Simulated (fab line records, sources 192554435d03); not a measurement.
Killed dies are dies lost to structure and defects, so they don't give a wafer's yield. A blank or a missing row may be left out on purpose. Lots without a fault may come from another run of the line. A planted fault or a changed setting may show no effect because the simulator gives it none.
fab line records | flow n5_finfet
record lots=11 wafers=27 last_day=16
route steps=1938 shown BEOL_M3@1000 BEOL_M4@1111 PASSIVATION@1936
lots that met no fault: from a run of the same line without faults
start_h: hours from the record's first day to the start of the lot's first wafer shown | wait_h: hours since the lot's step before | " the same as in the row above | L1.1+2: a row that stands for several wafers | - no value, or no start given | * or withheld: withheld | < > ~ a bound
route shown NAME@n: a module of which the file shows steps, and the number in the route of the first | usual: mean/standard deviation of fault-free wafers | same: alike in all rows | chamber/n: place in a boat | sites: the reading at each site | _std_site: their standard deviation | _edge_site: outer sites' mean less inner sites' | radius_mm: how far each site lies from the wafer's centre | mask NAME#n: copy n | behind: the tool/chamber that last shaped the wafer | hold: why the lot was held/for how many hours/how that ended | device: the transistor (n, p or np) that didn't switch | end of line: the same wafers' tests at the end of the route | a step without rows: its recipe alone | killed: dies lost to structure and defects at the first sort, not the wafer's yield | map: a wafer's dies, x killed, . not, _ none there
set.NAME: the setting as run; set.NAME@STEP: as run at that earlier step | model.NAME: the simulator's own value behind a step, which no gauge read
steps of the route over a sample of lots; a table a step, a row a wafer
services: from which hour (start_h, from the record's first day; less than 0 if before it) a tool's chamber was out of use, for how many hours, and why
## steps
# step N5_BEOL_M3_SPUTTER_86
# recipe material=Cu target_thk_a=45 temp_c=-20 chamber_pressure_pa=0.07 power_w=withheld time_s=8.29
# usual chuck_sensor_temp_C=-16.0/0.52 throttle_valve_pct=29.8/0.85
# columns lot.wafer tool chamber start_h wait_h chuck_sensor_temp_C throttle_valve_pct
L470.4 pvd_sputter-01 - 167.50 0.1 -15.7 29.1
L470.5 " - " " -15.7 29.3
L470.6 " - " " -15.3 30.1
L472.2 pvd_sputter-01 - 180.60 0.1 -15.2 29.9
L472.3 " - " " -15.8 28.1
L472.6 " - " " -15.2 30.0
L473.2 pvd_sputter-01 - 185.57 0.1 -15.9 29.4
L473.3 " - " " -15.8 30.0
L473.6 " - " " -16.0 28.7
L474.2 pvd_sputter-01 - 195.65 0.1 -15.9 28.0
L474.5 " - " " -15.9 30.2
L474.6 " - " " -15.6 29.3
L475.1 pvd_sputter-02 - 198.99 0.1 -16.1 30.9
L475.3 " - " " -15.8 29.5
L475.4 " - " " -16.8 29.5
L476.1 pvd_sputter-03 - 201.64 0.1 -16.9 31.5
L476.2 " - " " -15.9 30.2
L480.3 pvd_sputter-02 - 230.81 0.1 -16.8 29.4
L480.6 " - " " -16.7 29.4
L481.5 pvd_sputter-01 - 250.50 0.0 -15.9 30.3
L481.6 " - " " -15.6 29.3
L483.4 pvd_sputter-03 - 259.75 0.1 -16.7 31.8
L483.5 " - " " -16.5 30.4
L485.1 pvd_sputter-01 - 262.15 0.1 -15.2 29.9
L485.6 " - " " -15.6 29.2
L487.2 pvd_sputter-01 - 265.47 0.1 -15.9 30.3
L487.3 " - " " -15.6 29.3
# step N5_BEOL_M3_SPUTTER_90
# recipe material=Cu target_thk_a=45 temp_c=-20 chamber_pressure_pa=0.07 power_w=withheld time_s=8.29
# usual chuck_sensor_temp_C=-16.0/0.53 throttle_valve_pct=29.7/0.85
# columns lot.wafer tool chamber start_h wait_h chuck_sensor_temp_C throttle_valve_pct
L470.4 pvd_sputter-01 - 167.94 0.1 -15.8 29.3
L470.5 " - " " -15.7 28.9
L470.6 " - " " -15.2 29.9
L472.2 pvd_sputter-01 - 181.04 0.1 -15.4 30.3
L472.3 " - " " -16.2 28.0
L472.6 " - " " -15.4 30.2
L473.2 pvd_sputter-01 - 186.01 0.1 -15.5 29.0
L473.3 " - " " -15.9 30.1
L473.6 " - " " -15.8 28.3
L474.2 pvd_sputter-01 - 196.09 0.1 -15.8 28.3
L474.5 " - " " -15.9 30.3
L474.6 " - " " -15.6 29.1
L475.1 pvd_sputter-02 - 199.43 0.1 -16.0 31.2
L475.3 " - " " -15.9 29.4
L475.4 " - " " -16.7 29.4
L476.1 pvd_sputter-03 - 202.08 0.1 -16.9 31.4
L476.2 " - " " -15.7 30.0
L480.3 pvd_sputter-02 - 231.25 0.1 -16.7 29.1
L480.6 " - " " -16.5 29.4
L481.5 pvd_sputter-01 - 250.94 0.0 -15.8 30.0
L481.6 " - " " -15.6 29.1
L483.4 pvd_sputter-03 - 260.19 0.1 -16.9 31.4
L483.5 " - " " -16.6 30.3
L485.1 pvd_sputter-01 - 262.59 0.1 -15.3 30.1
L485.6 " - " " -15.5 29.1
L487.2 pvd_sputter-01 - 265.91 0.1 -16.0 30.4
L487.3 " - " " -15.6 29.1
# step N5_BEOL_M3_SPUTTER_94
# recipe material=Cu target_thk_a=45 temp_c=-20 chamber_pressure_pa=0.07 power_w=withheld time_s=8.29
# usual chuck_sensor_temp_C=-16.0/0.5 throttle_valve_pct=29.8/0.88
# columns lot.wafer tool chamber start_h wait_h chuck_sensor_temp_C throttle_valve_pct
L470.4 pvd_sputter-01 - 168.38 0.1 -15.8 28.9
L470.5 " - " " -15.6 29.3
L470.6 " - " " -15.4 29.7
L472.2 pvd_sputter-01 - 181.48 0.1 -15.3 30.1
L472.3 " - " " -16.0 28.1
L472.6 " - " " -15.4 29.9
L473.2 pvd_sputter-01 - 186.45 0.1 -15.6 28.8
L473.3 " - " " -16.1 30.2
L473.6 " - " " -15.9 28.0
L474.2 pvd_sputter-01 - 196.53 0.1 -15.9 28.2
L474.5 " - " " -15.8 30.2
L474.6 " - " " -15.6 29.1
L475.1 pvd_sputter-02 - 199.87 0.1 -16.0 30.9
L475.3 " - " " -15.8 29.3
L475.4 " - " " -16.7 29.4
L476.1 pvd_sputter-03 - 202.52 0.1 -16.9 32.0
L476.2 " - " " -15.6 30.0
L480.3 pvd_sputter-02 - 231.69 0.1 -16.6 29.3
L480.6 " - " " -16.8 29.5
L481.5 pvd_sputter-01 - 251.38 0.0 -15.9 30.4
L481.6 " - " " -15.6 29.0
L483.4 pvd_sputter-03 - 260.63 0.1 -16.7 31.8
L483.5 " - " " -16.6 30.0
L485.1 pvd_sputter-01 - 263.03 0.1 -15.4 29.8
L485.6 " - " " -15.5 28.9
L487.2 pvd_sputter-01 - 266.35 0.1 -15.8 30.3
L487.3 " - " " -15.8 29.1
# step N5_BEOL_M3_CMP_52
# recipe stop_on=SiOC t_overpolish_s=6.8 down_force_psi=1 platen_rpm=50 clearing_platen_down_force_psi=1.5 clearing_platen_rpm=50 post_cmp_clean=cu_alkaline target_thk_nm=40 clearing_platen_pad_velocity_m_s=0.99484 pad_velocity_m_s=0.99484
# usual barrier_field_endpoint_s=24.9/0.89 clearing_platen_down_force_psi=1.500/0.0031 motor_current_A=6.3/0.58 overpolish_run_s=6.799/0.0097 slurry_flow_ml_min=150.1/0.45 time_to_endpoint_s=64/4.5
# columns lot.wafer tool chamber start_h wait_h barrier_field_endpoint_s clearing_platen_down_force_psi motor_current_A overpolish_run_s slurry_flow_ml_min time_to_endpoint_s
L470.4 cmp-01 0 169.20 0.2 23.4 1.496 6.0 6.795 149.9 57
L470.6 " 1 " " 24.3 1.500 7.5 6.804 150.3 62
L470.5 " 2 " " 23.7 1.497 5.4 6.805 150.4 61
L472.2 cmp-04 1 182.21 0.2 26.8 1.503 6.3 6.807 150.8 68
L472.3 " 0 " " 25.8 1.494 6.1 6.814 149.7 68
L472.6 " 1 " " 26.3 1.504 6.3 6.805 150.2 70
L473.3 cmp-04 3 187.43 0.3 24.5 1.498 6.3 6.795 150.4 68
L473.2 " 1 " " 25.0 1.498 6.7 6.799 149.9 66
L473.6 " 3 " " 25.4 1.498 6.0 6.791 150.1 67
L474.2 cmp-01 1 197.28 0.2 24.7 1.499 7.1 6.814 150.5 66
L474.6 " 0 " " 24.2 1.506 6.6 6.804 149.4 61
L474.5 " 1 " " 25.2 1.498 7.5 6.789 150.4 68
L475.3 cmp-04 3 201.32 0.2 25.3 1.498 6.1 6.804 150.2 69
L475.1 " 0 " " 25.2 1.500 6.6 6.788 150.4 67
L475.4 " 1 " " 25.8 1.501 6.7 6.805 150.2 67
L476.1 cmp-01 3 203.23 0.3 24.5 1.499 6.5 6.803 149.9 62
L476.2 " 0 " " 22.5 1.502 6.7 6.788 150.4 55
L480.3 cmp-04 1 232.48 0.2 26.5 1.501 6.7 6.807 150.4 69
L480.6 " 0 " " 26.9 1.496 6.4 6.805 150.0 72
L481.6 cmp-04 1 252.21 0.2 24.9 1.503 6.4 6.817 150.8 67
L481.5 " 2 " " 25.3 1.499 6.3 6.808 150.2 68
L483.4 cmp-01 3 261.38 0.2 25.7 1.502 7.0 6.798 149.8 68
L483.5 " 2 " " 25.3 1.506 5.3 6.786 150.0 63
L485.1 cmp-01 0 263.75 0.3 41.1 1.499 6.1 0.042 150.2 82
L485.6 " 1 " " 25.1 1.503 7.4 6.789 150.5 61
L487.2 cmp-01 0 267.07 0.2 41.1 1.501 6.3 0.046 148.9 81
L487.3 " 2 " " 24.4 1.498 5.4 6.801 150.5 58
# step N5_BEOL_M3_THK_MEAS_53
# recipe thk_meas_gauge=xrf reads=Cu_of_BEOL_M3_ECD_50
# usual M3_THK=41.4/2
# columns lot.wafer tool chamber start_h wait_h M3_THK[nm]
L470.4 film_metro-02 - 169.39 - 39.1
L470.5 " - " " 38.6
L470.6 " - " " 40.2
L472.2 film_metro-01 - 182.51 - 40.7
L472.3 " - " " 42.5
L472.6 " - " " 43.4
L473.2 film_metro-01 - 187.73 - 40.2
L473.3 " - " " 39.2
L473.6 " - " " 41.0
L474.2 film_metro-02 - 197.54 - 43.0
L474.5 " - " " 45.7
L474.6 " - " " 40.7
L475.1 film_metro-01 - 201.61 - 42.9
L475.3 " - " " 41.6
L475.4 " - " " 44.7
L476.1 film_metro-02 - 203.52 - 38.6
L476.2 " - " " 36.9
L480.3 film_metro-02 - 232.70 - 43.9
L480.6 " - " " 44.0
L481.5 film_metro-02 - 252.36 - 43.0
L481.6 " - " " 43.1
L483.4 film_metro-02 - 261.64 - 41.7
L483.5 " - " " 38.7
L485.1 film_metro-02 - 264.05 - 163.3
L485.6 " - " " 42.3
L487.2 film_metro-01 - 267.36 - 152.2
L487.3 " - " " 42.2
# step N5_BEOL_M3_INSPECT_59
# recipe inspect_instrument=darkfield mode=post_dep
# usual raw_defect_count=76/23
# columns lot.wafer tool chamber start_h wait_h raw_defect_count
L470.4 defect_inspect-01 - 169.67 0.0 53
L470.5 " - " " 49
L470.6 " - " " 70
L472.2 defect_inspect-01 - 182.96 0.0 56
L472.3 " - " " 59
L472.6 " - " " 42
L473.2 defect_inspect-01 - 188.01 0.0 108
L473.3 " - " " 64
L473.6 " - " " 51
L474.2 defect_inspect-01 - 197.82 0.0 62
L474.5 " - " " 73
L474.6 " - " " 61
L475.1 defect_inspect-01 - 201.90 0.0 54
L475.3 " - " " 67
L475.4 " - " " 72
L476.1 defect_inspect-02 - 203.86 0.0 73
L476.2 " - " " 90
L480.3 defect_inspect-01 - 232.99 0.0 73
L480.6 " - " " 109
L481.5 defect_inspect-02 - 252.68 0.0 113
L481.6 " - " " 115
L483.4 defect_inspect-02 - 261.93 0.0 58
L483.5 " - " " 44
L485.1 defect_inspect-01 - 264.33 0.0 4954
L485.6 " - " " 76
L487.2 defect_inspect-01 - 267.65 0.0 5087
L487.3 " - " " 72
# step N5_BEOL_M4_RC_MEAS_101
# usual DIBL_N=36.0/2 DIBL_P=35.9/2.5 IOFF_N=0.16/0.038 IOFF_P=0.21/0.04 ION_N=675/14 ION_P=462/9.4 SS_N=71.5/0.75 SS_P=73.2/0.74 VT_N=250/3.9 VT_P=-251/3.2
# columns lot.wafer tool chamber start_h wait_h DIBL_N[mV/V] DIBL_P[mV/V] IOFF_N[nA/um] IOFF_P[nA/um] ION_N[uA/um] ION_P[uA/um] SS_N[mV/dec] SS_P[mV/dec] VT_N[mV] VT_P[mV]
L470.4 prober-01 0 182.65 0.5 36.7 37.6 0.18 0.24 670 463 72.8 73.0 249 -249
L470.5 " 0 " " 37.8 38.4 0.21 0.24 678 455 73.3 74.1 250 -249
L470.6 " 0 " " 34.0 33.3 0.13 0.16 667 459 72.2 73.1 257 -254
L472.2 prober-02 0 192.72 0.2 36.9 37.7 0.20 0.25 705 478 71.5 73.2 244 -246
L472.3 " 0 " " 37.0 39.5 0.18 0.28 681 474 71.4 74.4 249 -249
L472.6 " 0 " " 37.0 38.4 0.18 0.26 692 479 71.2 73.7 247 -248
L473.2 prober-02 0 200.00 0.2 32.5 32.2 0.11 0.16 679 473 69.6 71.7 256 -251
L473.3 " 0 " " 35.9 35.1 0.15 0.19 676 460 70.2 73.4 251 -251
L473.6 " 0 " " 35.7 35.0 0.15 0.18 675 464 70.1 72.7 251 -249
L474.2 prober-01 0 205.27 0.2 34.7 33.1 0.14 0.18 668 461 71.0 72.9 250 -253
L474.5 " 0 " " 35.0 34.7 0.15 0.20 675 464 71.1 73.1 249 -250
L474.6 " 0 " " 37.0 35.0 0.18 0.20 661 456 73.0 73.8 249 -250
L475.1 prober-02 0 212.35 0.0 35.6 34.3 0.16 0.23 701 483 71.3 72.8 243 -245
L475.3 " 0 " " 34.8 33.3 0.13 0.22 683 475 69.7 72.4 248 -248
L475.4 " 0 " " 35.3 34.1 0.14 0.23 686 472 70.6 72.8 248 -247
L476.1 prober-01 0 216.26 0.0 35.4 34.6 0.14 0.15 656 445 71.9 72.7 252 -257
L476.2 " 0 " " 37.5 39.3 0.18 0.25 675 459 71.5 73.4 247 -250
L480.3 prober-01 0 243.21 0.3 37.8 37.0 0.22 0.23 678 454 72.3 73.3 245 -250
L480.6 " 0 " " 35.9 37.3 0.17 0.24 665 459 71.3 73.5 249 -245
L481.5 prober-02 0 268.78 0.6 35.2 36.0 0.17 0.22 695 472 71.0 73.5 248 -248
L481.6 " 0 " " 32.2 30.1 0.10 0.13 655 448 70.8 71.6 257 -258
L483.4 prober-01 0 272.49 0.5 34.9 34.7 0.13 0.18 658 448 72.0 73.1 254 -253
L483.5 " 0 " " 39.8 40.8 0.25 0.29 683 465 72.4 74.8 242 -246
L485.6 prober-02 0 273.53 0.8 34.4 34.7 0.13 0.19 673 464 70.6 72.5 252 -252
L487.3 prober-01 0 276.87 0.3 31.9 32.6 0.09 0.15 660 463 70.5 71.4 258 -256
# step N5_PASSIVATION_PROBE_49
# usual defect_limited_yield=91.3/1.5 killed_at_M0_to_M3=33/12 killed_at_M4_up=15/5.2 killed_at_contacts=12/5.1 killed_at_front_end=39/11 killed_at_other=5/3.6 killed_dies=103/18 killed_on_rim=14/4.3 killed_open=67/13 killed_short=33/7.8 sort_bin_5_function=5.1/0.96 sort_bin_6_memory=3.2/0.71 sort_bin_8_speed=0.01/0.063 sort_n_pass=1077/18
# same gross_dies=1180 killed_at_back_side=0 sort_bin_4_leakage[%]=0
# columns lot.wafer tool chamber start_h wait_h defect_limited_yield[%] killed_at_M0_to_M3 killed_at_M4_up killed_at_contacts killed_at_front_end killed_at_other killed_dies killed_on_rim killed_open killed_short sort_bin_5_function[%] sort_bin_6_memory[%] sort_bin_8_speed[%] sort_n_pass
L474.2 prober-02 - 300.56 0.1 89.4 33 10 8 67 7 125 18 66 48 6.4 3.4 0 1055
L474.5 prober-02 - 300.71 0.2 90.3 44 10 6 46 8 114 12 63 44 4.9 4.1 0 1066
L474.6 prober-02 - 300.76 0.3 90.5 27 14 8 56 7 112 13 69 42 6.4 2.9 0.08 1068
L475.1 prober-02 - 306.11 0.0 90.3 58 9 2 42 3 114 19 71 43 6.1 3.3 0 1066
L475.3 prober-02 - 306.21 0.1 91.8 30 22 4 33 8 97 18 54 36 4.2 3.3 0 1083
L475.4 prober-02 - 306.26 0.2 90.1 37 26 10 41 3 117 15 80 37 4.4 5.5 0 1063
L476.1 prober-01 - 313.76 0.0 91.0 23 7 12 60 4 106 13 79 26 5.6 3.3 0 1074
L476.2 prober-01 - 313.81 0.1 90.9 21 9 17 58 2 107 17 64 36 4.7 3.6 0 1073
L480.3 prober-02 - 348.89 0.1 91.1 22 23 7 43 10 105 12 67 38 5.3 3.2 0.08 1074
L480.6 prober-02 - 349.04 0.3 90.8 24 16 10 57 2 109 15 66 38 5.4 3.0 0 1071
L481.5 prober-02 - 364.71 0.2 89.6 32 8 13 66 4 123 10 74 41 6.2 3.1 0 1057
L481.6 prober-02 - 364.76 0.3 88.2 38 19 9 73 0 139 14 100 38 7.0 4.5 0 1041
L487.2 prober-02 - 379.38 0.1 0 1108 21 15 34 2 1180 152 70 35 5.3 3.7 0 0
L487.3 prober-02 - 379.43 0.1 92.2 23 18 14 36 1 92 16 59 24 4.0 3.0 0 1088
L485.1 prober-01 - 383.32 0.1 0 1126 13 8 31 2 1180 152 57 28 4.3 2.6 0 0
L485.6 prober-01 - 383.57 0.3 92.1 35 20 5 32 1 93 12 65 27 4.9 2.8 0 1087
# killed by level:class
L474.2 FIN_SAQP:geometric_particle:short=16 FIN_SAQP:geometric_particle:open=11 STI_FIN_REVEAL:geometric_particle:open=11 ILD0:geometric_particle:short=7 BEOL_M3:geometric_particle:open=7 BEOL_M0_SAQP:geometric_particle:short=6 BEOL_M0_SAQP:geometric_particle:open=6 HKMG_FIN:area_etch=6
L474.5 BEOL_M0_SAQP:geometric_particle:short=15 BEOL_M0_SAQP:geometric_particle:open=10 STI_FIN_REVEAL:geometric_particle:open=9 FIN_SAQP:geometric_particle:open=8 HKMG_FIN:area_etch=7 BEOL_M1:geometric_particle:open=6 MIM_TOP_ETCH:geometric_particle:short=5 BEOL_M3:geometric_particle:open=5
L474.6 STI_FIN_REVEAL:geometric_particle:open=11 FIN_SAQP:geometric_particle:short=9 ILD0:geometric_particle:open=8 MOL_CONTACT_COAG:geometric_particle:open=8 BEOL_M0_SAQP:geometric_particle:short=8 BEOL_M0_SAQP:geometric_particle:open=8 GATE_CUT:geometric_particle:short=7 BEOL_M4:geometric_particle:open=7
L475.1 BEOL_M1:geometric_particle:open=14 BEOL_M0_SAQP:geometric_particle:short=12 BEOL_M0_SAQP:geometric_particle:open=12 FIN_SAQP:geometric_particle:open=8 BEOL_M3:geometric_particle:open=8 DUMMY_GATE:geometric_particle:open=6 STI_FIN_REVEAL:geometric_particle:open=5 DUMMY_GATE:geometric_particle:short=5
L475.3 BEOL_M4:geometric_particle:open=8 BEOL_M0_SAQP:geometric_particle:short=7 BEOL_M2:geometric_particle:open=7 BEOL_M4:geometric_particle:short=7 HKMG_FIN:area_etch=7 DUMMY_GATE:geometric_particle:short=6 FIN_SAQP:geometric_particle:open=5 BEOL_M5:geometric_particle:open=5
L475.4 BEOL_M1:geometric_particle:open=11 DUMMY_GATE:geometric_particle:open=9 BEOL_M0_SAQP:geometric_particle:open=8 MOL_CONTACT_COAG:geometric_particle:open=7 STI_FIN_REVEAL:geometric_particle:open=6 GATE_CUT:geometric_particle:short=6 BEOL_M4:geometric_particle:open=6 BEOL_M5:geometric_particle:open=5
L476.1 STI_FIN_REVEAL:geometric_particle:open=27 FIN_SAQP:geometric_particle:open=11 MOL_CONTACT_COAG:geometric_particle:open=10 FIN_SAQP:geometric_particle:short=6 BEOL_M2:geometric_particle:open=5 STI_FIN_REVEAL:geometric_particle:short=4 BEOL_M0_SAQP:geometric_particle:open=4 BEOL_M1:geometric_particle:open=4
L476.2 FIN_SAQP:geometric_particle:open=13 MOL_CONTACT_COAG:geometric_particle:open=10 STI_FIN_REVEAL:geometric_particle:open=8 FIN_SAQP:geometric_particle:short=7 MOL_CONTACT_COAG:geometric_particle:short=7 HKMG_FIN:area_etch=7 BEOL_M3:geometric_particle:open=6 STARTING-WAFER:geometric_particle:open=6
L480.3 FIN_SAQP:geometric_particle:short=12 FIN_SAQP:geometric_particle:open=11 STI_FIN_REVEAL:geometric_particle:open=10 BEOL_M0_SAQP:geometric_particle:open=10 BEOL_M4:geometric_particle:open=10 MOL_CONTACT_COAG:geometric_particle:open=6 BEOL_M4:geometric_particle:short=6 MIM_TOP:geometric_particle:open=5
L480.6 STI_FIN_REVEAL:geometric_particle:open=17 GATE_CUT:geometric_particle:short=10 MOL_CONTACT_COAG:geometric_particle:open=10 FIN_SAQP:geometric_particle:short=9 FIN_SAQP:geometric_particle:open=7 BEOL_M0_SAQP:geometric_particle:open=7 BEOL_M0_SAQP:geometric_particle:short=7 BEOL_M4:geometric_particle:open=7
L481.5 FIN_SAQP:geometric_particle:open=18 STI_FIN_REVEAL:geometric_particle:open=14 FIN_SAQP:geometric_particle:short=13 MOL_CONTACT_COAG:geometric_particle:open=12 BEOL_M0_SAQP:geometric_particle:short=9 BEOL_M3:geometric_particle:open=9 HKMG_FIN:area_etch=8 BEOL_M0_SAQP:geometric_particle:open=7
L481.6 STI_FIN_REVEAL:geometric_particle:open=24 BEOL_M3:geometric_particle:open=16 BEOL_M4:geometric_particle:open=12 FIN_SAQP:geometric_particle:short=9 FIN_SAQP:geometric_particle:open=9 STI_FIN_REVEAL:geometric_particle:short=8 MOL_CONTACT_COAG:geometric_particle:open=8 BEOL_M0_SAQP:geometric_particle:open=8
L487.2 BEOL_M3:area_cmp=1067 GATE_CUT:geometric_particle:short=9 MOL_CONTACT_COAG:geometric_particle:open=9 BEOL_M1:geometric_particle:open=9 BEOL_M0_SAQP:geometric_particle:open=7 BEOL_M3:geometric_particle:open=7 BEOL_M0_SAQP:geometric_particle:short=6 BEOL_M2:geometric_particle:open=6
L487.3 MOL_CONTACT_COAG:geometric_particle:open=13 HKMG_FIN:area_etch=9 BEOL_M4:geometric_particle:open=8 GATE_CUT:geometric_particle:short=7 BEOL_M0_SAQP:geometric_particle:open=7 GATE_CUT:geometric_particle:open=5 BEOL_M1:geometric_particle:open=4 BEOL_M3:geometric_particle:open=4
L485.1 BEOL_M3:area_cmp=1093 STI_FIN_REVEAL:geometric_particle:open=10 BEOL_M0_SAQP:geometric_particle:short=8 MOL_CONTACT_COAG:geometric_particle:open=6 BEOL_M0_SAQP:geometric_particle:open=5 BEOL_M3:geometric_particle:open=5 BEOL_M2:geometric_particle:open=5 FIN_SAQP:geometric_particle:short=4
L485.6 BEOL_M0_SAQP:geometric_particle:open=10 BEOL_M3:geometric_particle:open=10 FIN_SAQP:geometric_particle:open=9 FIN_SAQP:geometric_particle:short=9 BEOL_M4:geometric_particle:open=7 BEOL_M0_SAQP:geometric_particle:short=5 BEOL_M5:geometric_particle:open=5 STI_FIN_REVEAL:geometric_particle:open=4
## services
# columns tool chamber start_h hours kind
pvd_sputter-02 - 166.21 1.9 repair
cmp-01 - 170.88 0.9 repair
cmp-01 - 175.34 1.2 repair
cmp-01 - 181.64 5.3 repair
pvd_sputter-03 - 186.93 2.6 repair
cmp-01 - 189.61 2.0 repair
cmp-01 - 248.37 4.8 pm
## key
first_sign step=N5_BEOL_M3_CMP_52 reading=overpolish_run_s direction=down sigmas=99+ usual=6.799 struck=0.044
effect step=N5_BEOL_M3_CMP_52 reading=barrier_field_endpoint_s direction=up sigmas=18 usual=24.9 struck=41.1
effect step=N5_BEOL_M3_THK_MEAS_53 reading=M3_THK direction=up sigmas=59 usual=41.4 struck=157.7
effect step=N5_BEOL_M3_INSPECT_59 reading=raw_defect_count direction=up sigmas=99+ usual=76 struck=5020
effect step=N5_PASSIVATION_PROBE_49 reading=killed_at_M0_to_M3 direction=up sigmas=91 usual=33 struck=1117
more_kills_born_at N5_BEOL_M3_CMP_52@cmp-01=2160
met_at N5_BEOL_M3_CMP_52
struck_lots L485,L487
struck_wafers L485.1,L487.2
later_rows_left_out L485.1,L487.2
not_acting_at N5_BEOL_M3_SPUTTER_86,N5_BEOL_M3_SPUTTER_90,N5_BEOL_M3_SPUTTER_94
onset_between 261.38 263.75
fault kind=process_parameter_drift tool=cmp-01 chamber=- onset_h=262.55 steps=N5_BEOL_M3_CMP_52 channel=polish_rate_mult offset=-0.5 shape=step end_h=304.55 scope=struck_wafers_only
# later_rows_left_out: the simulator's readings of these wafers behind a module that went badly wrong aren't trusted and aren't shown, but for the sort
